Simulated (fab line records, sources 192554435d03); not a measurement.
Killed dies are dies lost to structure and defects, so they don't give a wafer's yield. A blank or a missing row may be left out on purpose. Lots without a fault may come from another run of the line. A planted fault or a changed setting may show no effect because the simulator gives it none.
Split-lot experiment | flow n5_finfet | 7 lots, 21 wafers read, on a route of 1938 steps

THE SPLIT
At N5_BEOL_M3_VIA_ETCH_34 (etches the open film in C4F6/O2, target depth 69.4 nm, time 65.9 s), the setting bias_w was moved away from the recipe's 170 W on 7 of the 21 wafers read, by -17.4% to +10.6%. The other wafers ran this setting at the recipe's value.

The reading is taken at the split's own step.

THE READING
rf_vpp_V, in V, at N5_BEOL_M3_VIA_ETCH_34 (etches the open film in C4F6/O2, target depth 69.4 nm, time 65.9 s). Fault-free wafers of this fab line usually give 664 V, standard deviation 6.5 V.

wafer  | tool, chamber at the split | bias_w as run, W | against the recipe | rf_vpp_V, V | against lot-mates on the recipe
L083.1 | rie_diel-04, 1             | 170              | recipe             | 675         | -
L083.2 | rie_diel-04, 0             | 143.6            | -15.5%             | 582         | -86
L083.6 | rie_diel-04, 3             | 170              | recipe             | 660         | -
L084.1 | rie_diel-03, 3             | 170              | recipe             | 651         | -
L084.5 | rie_diel-03, 1             | 160.5            | -5.6%              | 639         | -20
L084.6 | rie_diel-03, 0             | 170              | recipe             | 666         | -
L085.1 | rie_diel-04, 0             | 170              | recipe             | 667         | -
L085.2 | rie_diel-04, 3             | 188              | +10.6%             | 716         | +49
L085.4 | rie_diel-04, 2             | 188              | +10.6%             | 714         | +47
L089.3 | rie_diel-03, 3             | 170              | recipe             | 652         | -
L089.4 | rie_diel-03, 0             | 170              | recipe             | 667         | -
L089.6 | rie_diel-03, 1             | 170              | recipe             | 669         | -
L090.2 | rie_diel-03, 3             | 170              | recipe             | 652         | -
L090.4 | rie_diel-03, 2             | 170              | recipe             | 660         | -
L090.5 | rie_diel-03, 1             | 170              | recipe             | 669         | -
L092.1 | rie_diel-02, 3             | 170              | recipe             | 672         | -
L092.3 | rie_diel-02, 0             | 170              | recipe             | 662         | -
L092.5 | rie_diel-02, 0             | 159.6            | -6.1%              | 629         | -38
L095.2 | rie_diel-03, 0             | 140.4            | -17.4%             | 572         | -94
L095.5 | rie_diel-03, 3             | 140.4            | -17.4%             | 559         | -107
L095.6 | rie_diel-03, 0             | 170              | recipe             | 666         | -

THE FIT
A straight line over all 21 wafers: rf_vpp_V changes by +5.34 V for each +1% of bias_w; r = +0.98; the points scatter about the line by 7.1 V.
The same after taking each lot's own level away (the mean of its wafers on the recipe; 21 wafers): +5.38 V for each +1%; r = +0.98; scatter 7.4 V.
On that fit, the largest move of bias_w shifts the reading by 94 V.
The lots' own levels span 658.5 to 667.5 V, that is 1.4 times the standard deviation above.
So the lot-to-lot level changes the slope little: the two slopes agree.
Check: with one of the wafers moved furthest among these (-17.4%) left out of the fit, the line predicts -95.3 V for it against its lot-mates. It came out at -94 V against them.
Tool readings at the split's step, against how far the setting was moved: rf_vpp_V r = +0.98.

OTHER SPLITS ON THESE WAFERS
These wafers also went through other splits before the reading. Each is held against what the fit with the lots' levels taken away leaves over:
other split on the same wafers | wafers away from the commonest value | r with rf_vpp_V (lot level and that fit taken away)
N5_BEOL_M2_EXPOSE_08 dose_mj   | 7                                    | +0.00
N5_BEOL_M3_ETCH_70 bias_w      | 6                                    | +0.11

THE FILE'S OWN FIT
rf_vpp_V changes by +5.41 V for each +1% of bias_w, r = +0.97.
